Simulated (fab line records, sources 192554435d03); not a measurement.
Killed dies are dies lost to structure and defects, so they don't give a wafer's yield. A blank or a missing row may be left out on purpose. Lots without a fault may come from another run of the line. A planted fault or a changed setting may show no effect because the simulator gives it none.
Chamber matching | flow n5_finfet | N5_FIN_SAQP_MANDREL2_REMOVE_60 on rie_si-02: 4 sister chambers
The step chemistry HBr/Cl2/O2, target a-Si, stops on SiNx, bt time 10 s. 8 wafers are shown with their chamber, then 8 later ones without.

WAFERS WITH THEIR CHAMBER
wafer  | chamber | drypump_motor_current_A (A) | he_backside_leak_sccm (sccm)
L080.4 | 1       | 6.3                         | 2.41
L087.1 | 0       | 6.4                         | 2.74
L087.4 | 3       | 5.9                         | 3.15
L087.5 | 2       | 6.0                         | 2.55
L088.1 | 1       | 6.3                         | 2.58
L088.3 | 3       | 5.8                         | 3.08
L088.6 | 0       | 6.4                         | 2.78
L091.2 | 2       | 6.0                         | 2.58

WAFERS WITHOUT THEIR CHAMBER
wafer  | drypump_motor_current_A (A) | he_backside_leak_sccm (sccm)
L091.3 | 6.4                         | 2.82
L091.5 | 6.0                         | 2.55
L095.1 | 6.3                         | 2.56
L095.3 | 6.4                         | 2.84
L095.5 | 6.3                         | 2.64
L096.2 | 6.4                         | 2.85
L096.4 | 5.9                         | 3.26
L096.6 | 6.0                         | 2.61

WHICH CHAMBER EACH WENT THROUGH
wafer  | from the rows above     | in truth
L091.3 | 0                       | 0
L091.5 | 2                       | 2
L095.1 | 1                       | 1
L095.3 | 0                       | 0
L095.5 | can't be placed: 1 or 0 | 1
L096.2 | 0                       | 0
L096.4 | 3                       | 3
L096.6 | 2                       | 2
Placed correctly: 7 of 8. Can't be placed from these rows: 1 (the true chamber is among the candidates in 1). Placed wrongly: 0.
How it was worked out, from the rows above alone: a wafer's distance from a chamber is the root of the sum, over the readings, of the square of ((its reading less the chamber's mean) divided by the reading's scatter). The wafer belongs to the nearest chamber; if the next one is less than 2 further off, it can't be placed. A chamber's mean is the mean of its shown wafers. The scatter: the root of (the sum of the squares of (reading less its chamber's mean) over the shown wafers, divided by (wafers less chambers)).
